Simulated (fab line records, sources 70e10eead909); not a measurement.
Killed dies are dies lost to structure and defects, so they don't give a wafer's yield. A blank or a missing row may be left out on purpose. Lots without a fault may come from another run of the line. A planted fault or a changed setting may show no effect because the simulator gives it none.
Which tool did it? | flow nand_harc | 12 lots, 36 wafers sampled, at 5 steps of a route of 1159

WHAT THE GAUGES READ, wafer by wafer
NHARC_END_SORT_01. Usual: killed_at_array 28, standard deviation 8.6; killed_at_other 0.7, standard deviation 1.2; killed_at_periphery 3.1, standard deviation 2.3; killed_dies 32, standard deviation 8.7; killed_open 3.2, standard deviation 1.7; killed_short 2.0, standard deviation 1.5.
lot  | measured     | on        | killed_at_array | killed_at_other | killed_at_periphery | killed_dies | killed_open | killed_short | flag
L590 | day 23 20:45 | prober-02 | 673 673 671     | 0 0 0           | 4 4 6               | 677 677 677 | 3 2 2       | 4 2 2        | OFF
L587 | day 23 21:09 | prober-01 | 674 671 670     | 0 0 0           | 3 6 7               | 677 677 677 | 2 2 4       | 1 0 0        | OFF
L588 | day 23 13:19 | prober-01 | 672 672 675     | 1 1 0           | 4 4 2               | 677 677 677 | 3 3 3       | 7 3 1        | OFF

WHICH TOOL RAN EACH LOT (tool, then ch and the chambers of the sampled wafers, then the start)
lot  | NHARC_A_STAIRCASE_TRIM_24                     | NHARC_A_STAIRCASE_TRIM_191                    | NHARC_A_STAIRCASE_TRIM_196         | NHARC_A_STAIRCASE_ETCH_203
L573 | rie_diel-04 ch 1,2, day 11 10:59 or earlier   | rie_diel-04 ch 0,1, day 11 10:59 or earlier   | rie_diel-12 ch 1,2,3, day 11 10:59 | rie_diel-12 ch 1,2,3, day 11 11:59
L576 | rie_diel-12 ch 0,3, day 11 22:29 or earlier   | rie_diel-08 ch 0,1, day 11 22:29 or earlier   | rie_diel-08 ch 0,2, day 11 22:29   | rie_diel-08 ch 2,3, day 11 23:24
L575 | rie_diel-12 ch 0,2, day 12 04:53 or earlier   | rie_diel-12 ch 0,1,3, day 12 04:53 or earlier | rie_diel-08 ch 0,1, day 12 04:53   | rie_diel-08 ch 0,1,2, day 12 05:50
L578 | rie_diel-08 ch 1,2,3, day 12 13:01 or earlier | rie_diel-08 ch 0,1,3, day 12 13:01 or earlier | rie_diel-12 ch 0,2,3, day 12 13:01 | rie_diel-12 ch 0,1,3, day 12 13:55
L577 | rie_diel-04 ch 0,1, day 13 00:27 or earlier   | rie_diel-04 ch 1,2,3, day 13 00:27 or earlier | rie_diel-12 ch 0,1,3, day 13 00:27 | rie_diel-12 ch 0,2,3, day 13 01:29
L582 | rie_diel-04 ch 0,2, day 14 09:21 or earlier   | rie_diel-08 ch 0,1,2, day 14 09:21 or earlier | rie_diel-08 ch 1,3, day 14 09:21   | rie_diel-08 ch 0,1, day 14 10:30
L585 | rie_diel-08 ch 1,2,3, day 14 10:13 or earlier | rie_diel-12 ch 2,3, day 14 10:13 or earlier   | rie_diel-12 ch 0,3, day 14 10:13   | rie_diel-12 ch 0,1, day 14 11:07
L584 | rie_diel-08 ch 0,1,3, day 14 10:54 or earlier | rie_diel-08 ch 0,1, day 14 10:54 or earlier   | rie_diel-08 ch 0,1, day 14 10:54   | rie_diel-08 ch 1,3, day 14 11:57
L590 | rie_diel-04 ch 0,3, day 15 06:46 or earlier   | rie_diel-12 ch 0,1,2, day 15 06:46 or earlier | rie_diel-08 ch 0,2,3, day 15 06:46 | rie_diel-08 ch 0,2,3, day 15 07:53
L587 | rie_diel-08 ch 0,3, day 15 13:54 or earlier   | rie_diel-04 ch 0,2,3, day 15 13:54 or earlier | rie_diel-12 ch 0,1,3, day 15 13:54 | rie_diel-12 ch 1,2,3, day 15 14:48
L588 | rie_diel-04 ch 0,1,3, day 15 13:20 or earlier | rie_diel-12 ch 0,2,3, day 15 13:20 or earlier | rie_diel-08 ch 1,2,3, day 15 13:20 | rie_diel-08 ch 0,2,3, day 15 14:16
L592 | rie_diel-08 ch 0,2,3, day 16 05:06 or earlier | rie_diel-12 ch 0,1,3, day 16 05:06 or earlier | rie_diel-04 ch 0,2,3, day 16 05:06 | rie_diel-04 ch 1,2,3, day 16 06:04
- NHARC_A_STAIRCASE_TRIM_24: chemistry O2, time 211.2 s.
- NHARC_A_STAIRCASE_TRIM_191: chemistry O2, time 211.2 s.
- NHARC_A_STAIRCASE_TRIM_196: chemistry O2, time 211.2 s.
- NHARC_A_STAIRCASE_ETCH_203: etches the open film in C4F8/O2, target depth 100 nm, time 40.5 s.

WHAT THE TOOLS THEMSELVES READ (means of the sampled wafers that have a number; where no wafer has one, the mark that the record gives instead)
NHARC_A_STAIRCASE_TRIM_24. Usual: drypump_motor_current_A 5.7 A, standard deviation 0.31; oes_product_au 0.999 a.u., standard deviation 0.01; rf_vpp_V 58.0 V, standard deviation 0.81; showerhead_plenum_p_Torr 3.59 Torr, standard deviation 0.11; throttle_valve_pct 17.037 %, standard deviation 0.0095.
lot  | tool        | drypump_motor_current_A (A) | oes_product_au (a.u.) | rf_vpp_V (V) | showerhead_plenum_p_Torr (Torr) | throttle_valve_pct (%) | flag
L573 | rie_diel-04 | 6.0                         | 0.998                 | 58.1         | 3.59                            | 17.048                 |
L576 | rie_diel-12 | 5.4                         | 0.996                 | 58.4         | 3.62                            | 17.037                 |
L575 | rie_diel-12 | 5.7                         | 1.001                 | 58.3         | 3.55                            | 17.035                 |
L578 | rie_diel-08 | 5.8                         | 0.994                 | 57.4         | 3.70                            | 17.039                 |
L577 | rie_diel-04 | 5.6                         | 1.006                 | 57.5         | 3.59                            | 17.044                 |
L582 | rie_diel-04 | 6.0                         | 0.999                 | 57.4         | 3.55                            | 17.038                 |
L585 | rie_diel-08 | 5.8                         | 0.997                 | 57.7         | 3.69                            | 17.041                 |
L584 | rie_diel-08 | 5.7                         | 1.000                 | 57.6         | 3.61                            | 17.034                 |
L590 | rie_diel-04 | 5.7                         | 0.998                 | 58.1         | 3.54                            | 17.034                 |
L587 | rie_diel-08 | 5.9                         | 1.002                 | 57.2         | 3.58                            | 17.037                 |
L588 | rie_diel-04 | 5.7                         | 0.992                 | 58.0         | 3.56                            | 17.033                 |
L592 | rie_diel-08 | 5.6                         | 1.012                 | 58.7         | 3.60                            | 17.039                 |

NHARC_A_STAIRCASE_TRIM_191. Usual: drypump_motor_current_A 5.6 A, standard deviation 0.31; oes_product_au 0.999 a.u., standard deviation 0.01; rf_vpp_V 57.9 V, standard deviation 0.93; showerhead_plenum_p_Torr 3.60 Torr, standard deviation 0.12; throttle_valve_pct 17.037 %, standard deviation 0.0091.
lot  | tool        | drypump_motor_current_A (A) | oes_product_au (a.u.) | rf_vpp_V (V) | showerhead_plenum_p_Torr (Torr) | throttle_valve_pct (%) | flag
L573 | rie_diel-04 | 5.6                         | 1.000                 | 57.9         | 3.62                            | 17.039                 |
L576 | rie_diel-08 | 5.5                         | 1.012                 | 57.9         | 3.64                            | 17.044                 |
L575 | rie_diel-12 | 5.6                         | 0.997                 | 58.8         | 3.53                            | 17.033                 |
L578 | rie_diel-08 | 5.7                         | 1.004                 | 58.0         | 3.62                            | 17.030                 |
L577 | rie_diel-04 | 5.8                         | 0.999                 | 58.4         | 3.56                            | 17.034                 |
L582 | rie_diel-08 | 5.5                         | 1.016                 | 57.7         | 3.63                            | 17.039                 |
L585 | rie_diel-12 | 5.4                         | 0.998                 | 57.9         | 3.73                            | 17.038                 |
L584 | rie_diel-08 | 5.4                         | 1.019                 | 58.4         | 3.55                            | 17.036                 |
L590 | rie_diel-12 | 5.7                         | 1.000                 | 57.2         | 3.54                            | 17.043                 |
L587 | rie_diel-04 | 5.9                         | 0.999                 | 58.4         | 3.53                            | 17.041                 |
L588 | rie_diel-12 | 5.5                         | 0.999                 | 58.2         | 3.62                            | 17.039                 |
L592 | rie_diel-12 | 5.6                         | 0.989                 | 58.2         | 3.52                            | 17.027                 |

NHARC_A_STAIRCASE_TRIM_196. Usual: drypump_motor_current_A 5.6 A, standard deviation 0.32; oes_product_au 1.000 a.u., standard deviation 0.01; rf_vpp_V 57.9 V, standard deviation 0.94; showerhead_plenum_p_Torr 3.60 Torr, standard deviation 0.12; throttle_valve_pct 17.036 %, standard deviation 0.0089.
lot  | tool        | drypump_motor_current_A (A) | oes_product_au (a.u.) | rf_vpp_V (V) | showerhead_plenum_p_Torr (Torr) | throttle_valve_pct (%) | flag
L573 | rie_diel-12 | 5.6                         | 0.997                 | 57.5         | 3.65                            | 17.040                 |
L576 | rie_diel-08 | 5.4                         | 1.002                 | 58.7         | 3.63                            | 17.034                 |
L575 | rie_diel-08 | 5.4                         | 1.009                 | 57.8         | 3.55                            | 17.026                 |
L578 | rie_diel-12 | 5.5                         | 0.999                 | 57.6         | 3.64                            | 17.034                 |
L577 | rie_diel-12 | 5.6                         | 0.992                 | 56.7         | 3.53                            | 17.039                 |
L582 | rie_diel-08 | 6.0                         | 1.006                 | 57.2         | 3.67                            | 17.036                 |
L585 | rie_diel-12 | 5.4                         | 0.983                 | 58.6         | 3.61                            | 17.036                 |
L584 | rie_diel-08 | 5.4                         | 1.013                 | 57.8         | 3.55                            | 17.037                 |
L590 | rie_diel-08 | 5.6                         | 1.000                 | 58.0         | 3.60                            | 17.036                 |
L587 | rie_diel-12 | 5.6                         | 0.998                 | 58.5         | 3.52                            | 17.042                 |
L588 | rie_diel-08 | 5.8                         | 1.007                 | 57.7         | 3.68                            | 17.039                 |
L592 | rie_diel-04 | 5.8                         | 0.999                 | 56.8         | 3.53                            | 17.033                 |

NHARC_A_STAIRCASE_ETCH_203. Usual: bias_w 1000 W, standard deviation 3; chamber_pressure_mTorr 25.002 mTorr, standard deviation 0.022; oes_product_au 0.940 a.u., standard deviation 0.011; rf_fwd_power_W 591 W, standard deviation 3; rf_vpp_V 899 V, standard deviation 4.6.
lot  | tool        | bias_w (W) | chamber_pressure_mTorr (mTorr) | oes_product_au (a.u.) | rf_fwd_power_W (W) | rf_vpp_V (V) | flag
L573 | rie_diel-12 | 999        | 24.995                         | 0.944                 | 591                | 899          |
L576 | rie_diel-08 | 998        | 25.018                         | 0.937                 | 592                | 902          |
L575 | rie_diel-08 | 1002       | 24.998                         | 0.946                 | 588                | 900          |
L578 | rie_diel-12 | 1002       | 25.001                         | 0.945                 | 592                | 896          |
L577 | rie_diel-12 | 1001       | 25.027                         | 0.924                 | 590                | 900          |
L582 | rie_diel-08 | 1003       | 25.002                         | 0.945                 | 585                | 897          |
L585 | rie_diel-12 | 1001       | 24.997                         | 0.928                 | 590                | 893          |
L584 | rie_diel-08 | 1003       | 25.017                         | 0.943                 | 589                | 901          |
L590 | rie_diel-08 | -          | -                              | -                     | -                  | -            | OFF
L587 | rie_diel-12 | -          | -                              | -                     | -                  | -            | OFF
L588 | rie_diel-08 | -          | -                              | -                     | -                  | -            | OFF
L592 | rie_diel-04 | 1001       | 24.990                         | 0.947                 | 594                | 896          |

THE ANSWER, worked out from the rows above alone
Rule: a lot is off if the mean of its wafers that have a number lies more than 3 standard deviations from the usual mean. A lot without any number at a reading at which 4 lots or more have one is off too. The other lots that the step has rows for count as sound. The gauges are gone through in route order, then the tools' own readings, and for those a lot's mean is taken as printed above. The first step at which some lot is off is used, and at that step the reading that is off furthest; a lot without a number counts as furthest.
Off: L590, L587, L588, at NHARC_END_SORT_01 (killed_at_array). Neither off nor sound, because the step has no rows for them: L573, L576, L575, L578, L577, L582, L585, L584, L592.
A tool fits if, at a process step before that reading, it ran every lot that is off, and no sound lot after the first of them. The gauges at NHARC_END_SORT_01 aren't tried: what is off there is off at NHARC_A_STAIRCASE_ETCH_203 too, on other tools, and a gauge's error can't cause that. NHARC_A_STAIRCASE_TRIM_24 gives no start for some lots, so the hours and the order of its lots are those of NHARC_A_STAIRCASE_TRIM_196. NHARC_A_STAIRCASE_TRIM_191 gives no start for some lots, so the hours and the order of its lots are those of NHARC_A_STAIRCASE_TRIM_196. None of those tried fits.

WHAT THE SIMULATOR HAD PUT IN
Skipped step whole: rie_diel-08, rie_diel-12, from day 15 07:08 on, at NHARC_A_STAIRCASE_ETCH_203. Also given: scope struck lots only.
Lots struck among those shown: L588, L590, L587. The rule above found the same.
